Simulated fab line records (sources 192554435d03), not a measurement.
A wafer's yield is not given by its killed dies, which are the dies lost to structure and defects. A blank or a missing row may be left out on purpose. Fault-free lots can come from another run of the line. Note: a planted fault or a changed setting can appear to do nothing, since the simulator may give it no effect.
Split-lot experiment    flow n5_finfet    on a route of 1938 steps: 7 lots, 21 wafers read

== THE SPLIT ==
At N5_BEOL_M0_TRENCH_ETCH_107 (etches SiOC in C4F6/O2, target depth 32.8 nm, time 16.4 s), the setting target_depth_a was moved away from the recipe's 328 angstrom on 8 of the 21 wafers read, by -8.9% to +8.4%. This setting was run at the recipe's value on the other wafers.

== FROM THE SPLIT ON TO THE READING: in between, the file shows 1 step ==
- N5_BEOL_M0_STRIP_142: strips in N2/H2, time 10 s

== THE READING ==
trench_depth_nm, in nm, at N5_BEOL_M0_OCD_MEAS_108. Typical for fault-free wafers on this fab line: 32.6 nm, with standard deviation 0.63 nm.

wafer   tool, chamber at the split  target_depth_a as run, angstrom  against the recipe  trench_depth_nm, nm  against lot-mates on the recipe
L075.3  rie_diel-03, 3              328                              recipe              32.1                 -
L075.4  rie_diel-03, 1              349.4                            +6.5%               33.4                 +1.4
L075.6  rie_diel-03, 3              328                              recipe              31.9                 -
L076.3  rie_diel-03, 3              355.6                            +8.4%               34.8                 +2.1
L076.5  rie_diel-03, 1              355.6                            +8.4%               34.4                 +1.7
L076.6  rie_diel-03, 2              328                              recipe              32.7                 -
L077.1  rie_diel-06, 3              328                              recipe              32.1                 -
L077.2  rie_diel-06, 0              328                              recipe              32.6                 -
L077.3  rie_diel-06, 2              328                              recipe              33.2                 -
L080.2  rie_diel-03, 2,0            338                              +3.0%               33.3                 +0.7
L080.3  rie_diel-03, 2,0            338                              +3.0%               33.3                 +0.7
L080.5  rie_diel-03, 2              328                              recipe              32.6                 -
L081.3  rie_diel-06, 3              328                              recipe              32.4                 -
L081.5  rie_diel-06, 0              328                              recipe              32.4                 -
L081.6  rie_diel-06, 1              328                              recipe              33.0                 -
L083.1  rie_diel-04, 3              328                              recipe              33.8                 -
L083.3  rie_diel-04, 2              328                              recipe              32.9                 -
L083.4  rie_diel-04, 0              346.4                            +5.6%               35.2                 +1.9
L093.1  rie_diel-03, 2,0            298.7                            -8.9%               29.6                 -3.1
L093.4  rie_diel-03, 2,0            298.7                            -8.9%               28.9                 -3.8
L093.5  rie_diel-03, 2              328                              recipe              32.7                 -
Where a row lists several chambers, the file gives one row for several wafers and doesn't say which wafer went through which chamber.

FIT RESULTS
A straight line over all 21 wafers: trench_depth_nm changes by +0.304 nm for each +1% of target_depth_a; r = +0.91; the points scatter about the line by 0.6 nm.
The same after taking each lot's own level away (the mean of its wafers on the recipe; 21 wafers): +0.306 nm for each +1%; r = +0.96; scatter 0.42 nm.
That fit puts the effect of the largest move of target_depth_a on the reading at 2.7 nm.
The lots' own levels span 32.00 to 33.35 nm, that is 2.1 times the standard deviation above.
So the lot-to-lot level changes the slope little: the two slopes agree.
Check: for one of the wafers moved furthest among these (-8.9%), held out of the fit, the line's prediction against its lot-mates is -2.83 nm. It came out at -3.1 nm against them.

== OTHER SPLITS ON THESE WAFERS ==
Note: prior to the reading, these wafers also went through further splits. Each is held against what the fit with the lots' levels taken away leaves over:
other split on the same wafers        wafers away from the commonest value  r with trench_depth_nm (lot level and that fit taken away)
N5_MOL_CONTACT_COAG_COAT_02 spin_rpm  5                                     +0.37
N5_MOL_CONTACT_COAG_COAT_76 spin_rpm  12                                    +0.25
N5_MOL_CONTACT_COAG_COAT_78 spin_rpm  10                                    +0.12
N5_BEOL_M0_SAQP_ILD_DEP_01 time_s     10                                    -0.05
N5_BEOL_M0_SAQP_PECVD_97 time_s       5                                     +0.13

== THE WHOLE CHAIN: every reading that the file lists as answering this split, in the file's order ==
step                        what it does                                               reading                                                                    change (the file's fit)                r (the file's)
N5_BEOL_M0_TRENCH_ETCH_107  etches SiOC in C4F6/O2, target depth 32.8 nm, time 16.4 s  BEOL_M0.feature_depth_nm (the simulator's own value, which no gauge read)  +0.28 nm for each +1% of the setting   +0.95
N5_BEOL_M0_OCD_MEAS_108                                                                trench_depth_nm                                                            +0.287 nm for each +1% of the setting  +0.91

== THE FILE'S OWN FIT ==
trench_depth_nm changes by +0.287 nm for each +1% of target_depth_a, r = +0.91.
